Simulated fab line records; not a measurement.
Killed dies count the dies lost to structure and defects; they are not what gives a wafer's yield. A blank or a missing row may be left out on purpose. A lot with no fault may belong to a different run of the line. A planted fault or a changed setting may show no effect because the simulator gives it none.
fab line records ; flow n5Finfet
record: lots: 4; wafers: 12; lastDay: 15
route steps=1938 shown BEOL_M15@1801 PASS1_DEP@1831 MIM_BOT@1832 MIM_TOP@1834 MIM_TOP_LITHO@1839 PASSIVATION@1936
lots that met no fault: taken from a fault-free run of the same line
startH: hours from the record's first day to the start of the lot's first wafer shown ; waitH: hours from the lot's prior step to this one ; " unchanged from the row above ; L1.1+2: a row that stands for several wafers ; - value missing, or start not given ; * or withheld: withheld ; < > ~ a bound
route shown NAME@n: NAME is a module with steps in the file, n the number in the route of the first one ; usual: mean and standard deviation over wafers with no fault ; same: alike in all rows ; chamber/n: place in a boat ; sites: per-site readings ; _std_site: the standard deviation of these ; _edge_site: inner sites' mean taken away from outer sites' mean ; radiusMm: for every site, how far away it sits from the centre of the wafer ; mask NAME#n: copy n ; behind: the last tool/chamber to shape the wafer ; hold: what put the lot on hold/how long, in hours/how the hold closed ; device: whichever transistor did not switch (one of n, p or np) ; end of line: the same wafers' tests at the end of the route ; for a step that has no rows: nothing shown but its recipe ; killed: dies lost to structure and defects at the first sort, not the wafer's yield ; map: shows each die of a wafer: x if killed, . if not, _ if none is there
set.NAME: the run value of the setting; set.NAME@STEP: its run value at that earlier step ; model.NAME: the simulator's own value behind a step, which no gauge read
lots seen at some steps along the route; tables by step, rows by wafer
services: from which hour (startH, from the record's first day; less than 0 if before it) a tool's chamber was out of use, for how many hours, and why
== steps ==
step: N5_BEOL_M15_PEB_26
recipe: pebTempC: 130; pebTimeS: 90
step: N5_BEOL_M15_DEVELOP_27
recipe: developTimeS: 45; rinseLiquid: diw; dry: airSpin; devTempC: 21
step: N5_BEOL_M15_HARDBAKE_32
recipe: tempC: 130; timeS: 120
step: N5_BEOL_M15_DESCUM_33
recipe: chemistry: O2; timeS: 7.9; sourcePowerW: 50; biasPowerW: 20; pressureMtorr: 20; rfFrequencyHz: 2.712e+07; tempC: 40; o2FlowSccm: 225
step: N5_BEOL_M15_ETCH_61
recipe: chemistry: N2/H2; target: BARC; targetDepthA: 890; overetchA: 267; timeS: 67.9; ionEnergyEv: 200; pressureMtorr: 30; sourceW: 840; biasW: 150; n2FlowSccm: 200; h2FlowSccm: 200
step: N5_BEOL_M15_TRENCH_ETCH_34
recipe: chemistry: C4F8/O2/Ar; target: SiO2; targetDepthA: 8729.3; heInnerTorr: 15; heOuterTorr: 30; timeS: 199; ionEnergyEv: 800; pressureMtorr: 20; sourceW: 1905; biasW: 2040; Ar_flow_sccm: 400; C4F8_flow_sccm: 16; O2_flow_sccm: 12
step: N5_BEOL_M15_STRIP_36
recipe: chemistry: O2; powerW: 600; tempC: 60; pressureMtorr: 30; rfFrequencyHz: 6e+07; biasPowerW: 0; overashFraction: 0.3; o2FlowSccm: 225
step: N5_BEOL_M15_STRIP_62
recipe: chemistry: O2; powerW: 600; tempC: 60; pressureMtorr: 30; rfFrequencyHz: 6e+07; biasPowerW: 0; overashFraction: 0.3; o2FlowSccm: 225
step: N5_BEOL_M15_STRIP_37
recipe: chemistry: O2; powerW: 600; tempC: 60; pressureMtorr: 30; rfFrequencyHz: 6e+07; biasPowerW: 0; overashFraction: 0.3; o2FlowSccm: 225
usual: drypumpMotorCurrentA: 5.6/0.3; o2FlowSccm: 225.1/0.7; oesProductAu: 0.81/0.092; rfVppV: 3.7/0.7; showerheadPlenumPTorr: 2.11/0.041; tempC: 59.98/0.1; throttleValvePct: 16.60/0.2
lot.wafer;tool;chamber;startH;waitH;drypumpMotorCurrentA;o2FlowSccm;oesProductAu;rfHoursCounterH;rfVppV;showerheadPlenumPTorr;tempC;throttleValvePct
L950.1;rieDiel-05;2;265.21;-;5.5;226.1;0.81;77;2.6;2.11;59.93;16.58
L950.3;rieDiel-05;0;265.21;-;6.0;225.0;0.74;190;3.1;2.18;59.82;16.60
L950.6;rieDiel-05;3;265.21;-;5.5;225.6;0.68;-;4.2;2.07;60.07;16.97
L958.1;rieDiel-05;3;324.44;-;5.5;224.6;0.96;4;3.6;2.06;59.89;16.56
L958.3;rieDiel-05;0;324.44;-;6.0;224.9;0.73;211;4.6;2.17;60.06;16.63
L958.5;rieDiel-05;0;324.44;-;6.0;225.3;0.72;-;4.1;2.17;59.97;16.66
L961.1;rieDiel-05;2;337.64;-;5.5;224.3;0.79;102;3.9;2.10;60.08;16.62
L961.4;rieDiel-05;1;337.64;-;5.3;224.1;0.76;137;2.7;2.10;59.98;16.53
L961.5;rieDiel-05;0;337.64;-;6.0;226.0;0.71;-;4.2;2.17;60.19;16.64
L962.4;rieDiel-05;1;347.43;-;5.3;224.1;0.75;142;3.0;2.10;60.17;16.56
L962.5;rieDiel-05;3;347.43;-;5.6;226.2;0.92;-;4.1;2.06;60.02;16.55
L962.6;rieDiel-05;2;347.43;-;5.5;224.3;0.79;-;3.6;2.10;60.07;16.64
step: N5_BEOL_M15_ETCH_38
recipe: chemistry: CF4/N2; target: SiCN; targetDepthA: 1064; taperDeg: 2; timeS: 120.5; ionEnergyEv: 150; maskMaterial: SiO2; pressureMtorr: 40; sourceW: 430; biasW: 70; Ar_flow_sccm: 100; cf4FlowSccm: 60; n2FlowSccm: 60
step: N5_BEOL_M15_PRECLEAN_39
recipe: chemistry: residueRemover; timeS: 60; tempC: 40
step: N5_BEOL_M15_SRD_40
recipe: timeS: 30; tempC: 23; rinseLiquid: diw; dry: n2Spin; spinRpm: 1500; dryTimeS: 30
step: N5_BEOL_M15_DEGAS_41
recipe: ambient: vacuum; tempC: 300; timeS: 60
step: N5_BEOL_M15_PRE_CLEAN_42
recipe: gas: H2/He; timeS: 30; tempC: 300
step: N5_BEOL_M15_SPUTTER_43
recipe: material: TaN; targetThkA: 150; tempC: 50; biasV: 168.6; powerW: 15000; chamberPressurePa: 0.12; timeS: 24.19
step: N5_BEOL_M15_SPUTTER_44
recipe: material: Ta; targetThkA: 150; tempC: 50; biasV: 80; powerW: 15000; chamberPressurePa: 0.07; timeS: 24.19
step: N5_BEOL_M15_SPUTTER_45
recipe: material: Cu; targetThkA: 1000; tempC: -20; biasV: 60; powerW: 26000; chamberPressurePa: 0.13; timeS: 16.67
step: N5_BEOL_M15_ECD_47
recipe: material: Cu; targetThkA: 18600
step: N5_BEOL_M15_ANNEAL_48
recipe: tempC: 225; timeS: 90; ambient: N2
step: N5_BEOL_M15_CMP_49
recipe: stopOn: SiO2; tOverpolishS: 4.9; downForcePsi: 2; platenRpm: 80; clearingPlatenDownForcePsi: 2; clearingPlatenRpm: 80; postCmpClean: cuAlkaline; targetThkNm: 850; clearingPlatenPadVelocityMS: 1.5917; padVelocityMS: 1.5917
step: N5_BEOL_M15_PRE_CLEAN_52
recipe: gas: NH3; timeS: 15; tempC: withheld; rfPowerW: 300
step: N5_BEOL_M15_DEP_53
recipe: material: SiCN; targetThkA: 500; tempC: withheld; precursor: 3MS/NH3; pressureTorr: 3; rfW: 675; timeS: 17.8
step: N5_PASSIVATION_PECVD_00
recipe: material: SiO2; targetThkA: 2000; tempC: 400; precursor: SiH4/N2O; pressureTorr: 2.7; rfW: 608; timeS: 11.2
step: N5_MIM_BOT_DEGAS_01
recipe: ambient: vacuum; tempC: 300; timeS: 60
step: N5_MIM_BOT_SPUTTER_00
recipe: material: TiN; targetThkA: 350; tempC: 200; powerW: 3000; chamberPressurePa: 0.49996; gas: Ar; reactivePartialPa: 0.37997; timeS: 89.7
step: N5_MIM_TOP_ALD_00
recipe: material: Al2O3; targetThkA: *; tempC: withheld; aldPrecursorFamily: TMA; aldCoReactant: O3; pulseTimeS: withheld; purgeTimeS: 3; coReactantPurgeTimeS: withheld; coReactantPulseTimeS: 3; aldCycles: withheld
step: N5_MIM_TOP_ALD_01
recipe: material: HfO2; targetThkA: 56; tempC: withheld; aldPrecursorFamily: Hf-amide; aldCoReactant: O3; pulseTimeS: 1; purgeTimeS: 3; coReactantPurgeTimeS: 2; coReactantPulseTimeS: 3; aldCycles: 62
step: N5_MIM_TOP_ALD_02
recipe: material: Al2O3; targetThkA: *; tempC: withheld; aldPrecursorFamily: TMA; aldCoReactant: O3; pulseTimeS: withheld; purgeTimeS: 3; coReactantPurgeTimeS: withheld; coReactantPulseTimeS: 3; aldCycles: withheld
step: N5_MIM_TOP_DEGAS_04
recipe: ambient: vacuum; tempC: 300; timeS: 60
step: N5_MIM_TOP_SPUTTER_03
recipe: material: TiN; targetThkA: 350; tempC: 200; powerW: 3000; chamberPressurePa: 0.49996; gas: Ar; reactivePartialPa: 0.37997; timeS: 89.7
step: N5_MIM_TOP_LITHO_HMDS_01
recipe: timeS: 60; tempC: 120
step: N5_MIM_TOP_LITHO_COAT_02
recipe: spinRpm: *; resistThkNm: *
step: N5_MIM_TOP_LITHO_EBR_04
recipe: solvent: PGMEA; ebrWidthMm: 1.5
step: N5_MIM_TOP_LITHO_SOFTBAKE_03
recipe: tempC: 100; timeS: 90
step: N5_PASSIVATION_PROBE_49
usual: defectLimitedYield: 91.7/1.7; killed_at_M0_to_M3: 34/10; killed_at_M4_up: 13/5.1; killedAtContacts: 12/6.2; killedAtFrontEnd: 36/12; killedAtOther: 3.2/2.6; killedDies: 98/20; killedOnRim: 13/4.5; killedOpen: 65/13; killedShort: 32/8.4; sort_bin_5_function: 4.8/1.1; sort_bin_6_memory: 3.2/0.74; sortNPass: 1082/20; sortYieldPct: 91.7/1.7
same: grossDies: 1180; killedAtBackSide: 0; sort_bin_4_leakage[%]: 0; sort_bin_8_speed[%]: 0
lot.wafer;tool;chamber;startH;waitH;defectLimitedYield[%];killed_at_M0_to_M3;killed_at_M4_up;killedAtContacts;killedAtFrontEnd;killedAtOther;killedDies;killedOnRim;killedOpen;killedShort;sort_bin_5_function[%];sort_bin_6_memory[%];sortNPass;sortYieldPct[%]
L961.1;prober-02;-;353.79;0.0;82.5;33;106;17;47;4;207;31;71;41;10.7;4.6;973;82.5
L961.4;prober-02;-;353.94;0.2;84.3;42;95;7;38;3;185;33;73;28;8.5;4.7;995;84.3
L961.5;prober-02;-;353.99;0.2;85.4;41;81;11;37;2;172;36;74;30;10.4;2.7;1008;85.4
L962.4;prober-01;-;362.83;0.2;85.9;37;88;5;31;5;166;30;56;30;8.5;3.3;1014;85.9
L962.5;prober-01;-;362.88;0.2;87.2;32;78;4;29;8;151;28;60;26;7.6;3.4;1029;87.2
L962.6;prober-01;-;362.93;0.3;84.7;26;112;12;26;5;181;27;59;16;9.9;3.3;999;84.7
killed by level:class
L961.1 BEOL_M15:unspecified=95 MOL_CONTACT_COAG:geometricParticle:open=13 FIN_SAQP:geometricParticle:short=12 FIN_SAQP:geometricParticle:open=10 STI_FIN_REVEAL:geometricParticle:open=10 BEOL_M0_SAQP:geometricParticle:short=10 BEOL_M0_SAQP:geometricParticle:open=8 DUMMY_GATE:geometricParticle:open=7
L961.4 BEOL_M15:unspecified=84 BEOL_M1:geometricParticle:open=11 FIN_SAQP:geometricParticle:open=10 BEOL_M0_SAQP:geometricParticle:short=8 BEOL_M0_SAQP:geometricParticle:open=8 BEOL_M2:geometricParticle:open=8 FIN_SAQP:geometricParticle:short=7 STI_FIN_REVEAL:geometricParticle:open=7
L961.5 BEOL_M15:unspecified=68 BEOL_M3:geometricParticle:open=10 MOL_CONTACT_COAG:geometricParticle:open=9 FIN_SAQP:geometricParticle:open=7 BEOL_M0_SAQP:geometricParticle:open=7 BEOL_M2:geometricParticle:open=7 BEOL_M1:geometricParticle:open=5 DUMMY_GATE:geometricParticle:open=5
L962.4 BEOL_M15:unspecified=80 BEOL_M0_SAQP:geometricParticle:open=16 BEOL_M0_SAQP:geometricParticle:short=14 FIN_SAQP:geometricParticle:open=10 FIN_SAQP:geometricParticle:short=4 STI_FIN_REVEAL:geometricParticle:open=4 MOL_CONTACT_COAG:geometricParticle:open=4 BEOL_M4:geometricParticle:open=4
L962.5 BEOL_M15:unspecified=65 BEOL_M0_SAQP:geometricParticle:open=12 DUMMY_GATE:geometricParticle:open=6 BEOL_M0_SAQP:geometricParticle:short=6 BEOL_M4:geometricParticle:open=6 BEOL_M2:geometricParticle:open=5 STI_FIN_REVEAL:geometricParticle:open=4 MOL_CONTACT_COAG:geometricParticle:open=4
L962.6 BEOL_M15:unspecified=106 STI_FIN_REVEAL:geometricParticle:open=17 BEOL_M0_SAQP:geometricParticle:open=10 MOL_CONTACT_COAG:geometricParticle:open=9 BEOL_M0_SAQP:geometricParticle:short=5 BEOL_M2:geometricParticle:open=5 BEOL_M3:geometricParticle:open=4 FIN_SAQP:geometricParticle:short=3
map L961.1 (x killed, . not)
_________________............________________
______________.x.....x.......x.._____________
___________........x...............__________
__________.......................x.._________
________......x..........x..x.......xx_______
_______.......x....x.x..........x......______
______.............x.x.......x........x._____
_____........x.................x...x.....____
____..............x..x........x....x......___
___.........x................x......x......__
___....x....x..................x..........x__
__x......x.............x....x..............x_
__..........x.......x......................._
_......x........x..........................x.
_.x...........x.........x.....x.........x....
_...x...x.x..........x......x........xx......
_......................x............x........
_...x.....x..x....x....x..........x.x..x.....
_......x.x......xx....................xx..x..
_.....x.............x.........x..x.xxxxxx.x..
_.x...x......x..x.x............x.x.xxxxxxxxxx
__............x..........x....xx.xxxxxxxxxxx_
__..........................x....xxxxxxxxxxx_
___.x........................x.xxxxxxxxxxxx__
___.x...x.x..........xx........xxxxxxxxxxxx__
____..x........................xxxxxxxxxxx___
_____.........x...............xxx..xxxxxx____
______......x...x...x.x....x.......xxxxx_____
_______..x............................x______
________.......x.x................x.xx_______
__________.....xx.......x.....x....._________
___________....x............xx.....__________
______________...x...x.........._____________
_________________....x.....x.________________
map L962.6 (x killed, . not)
_________________..x.........________________
______________.............x...._____________
___________...............x........__________
__________.......................x.._________
________.....................x........_______
_______...........x........x...........______
______.....x....x..x.......x............_____
_____....................................____
____.................x..x................x___
___........................................__
___....................................x..x__
__......x..................................._
__....x...x.....x..........................._
_..........xx...........x.....x.........x....
_.x.......x......x.x...x............x........
_.......x...x......x.........................
_.................x...x..x............x......
_.............x.x...........x.......x.xxx..x.
_x............................x.....xx.xx....
_.x...............x......x...x...xxxxxxxxx..x
_..x....x...............x...x..xx.xxxxxxxxxx.
__...................x.........x.xxxxxxxxxxx_
__...................x..........xxxxxxxxxxxx_
___.............xx............x..xxxxxxxxxx__
___............................xxxxxxxxxxxx__
____.x.....................x...xxxxxxxxxxx___
_____.xx.xx....................xxx.xxxxxx____
______...............x.............xxxxx_____
_______..........x.......x....x...x.xxx______
________...........x................x._______
__________.......x...........x....x._________
___________...x...................x__________
______________.....x.........x.._____________
_________________............________________
== services ==
tool;chamber;startH;hours;kind
rieDiel-05;3;300.48;-;clean
rieDiel-05;3;300.48;-;consumableReplace:focusRing
rieDiel-05;3;300.48;12.2;scheduledDown
rieDiel-05;3;300.48;12.2;ventCycle
== key ==
firstSign: step: N5_PASSIVATION_PROBE_49; reading: killed_at_M4_up; direction: up; sigmas: 16; usual: 13; struck: 93
effect: step: N5_PASSIVATION_PROBE_49; reading: defectLimitedYield; direction: down; sigmas: 4; usual: 91.7; struck: 85.0
moreKillsBornAt: N5_BEOL_M15_STRIP_37@rieDiel-05: 498
metAt N5_BEOL_M15_STRIP_37
struckWafers L961.1,L961.4,L961.5,L962.4,L962.5,L962.6
onsetBetween 324.44 337.64
alsoFits time
fault: kind: chamberParticleSource; tool: rieDiel-05; chamber: -; onsetH: 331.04; steps: N5_BEOL_M15_STRIP_37; ratePerVisitCm2: 0.92371; endH: 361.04
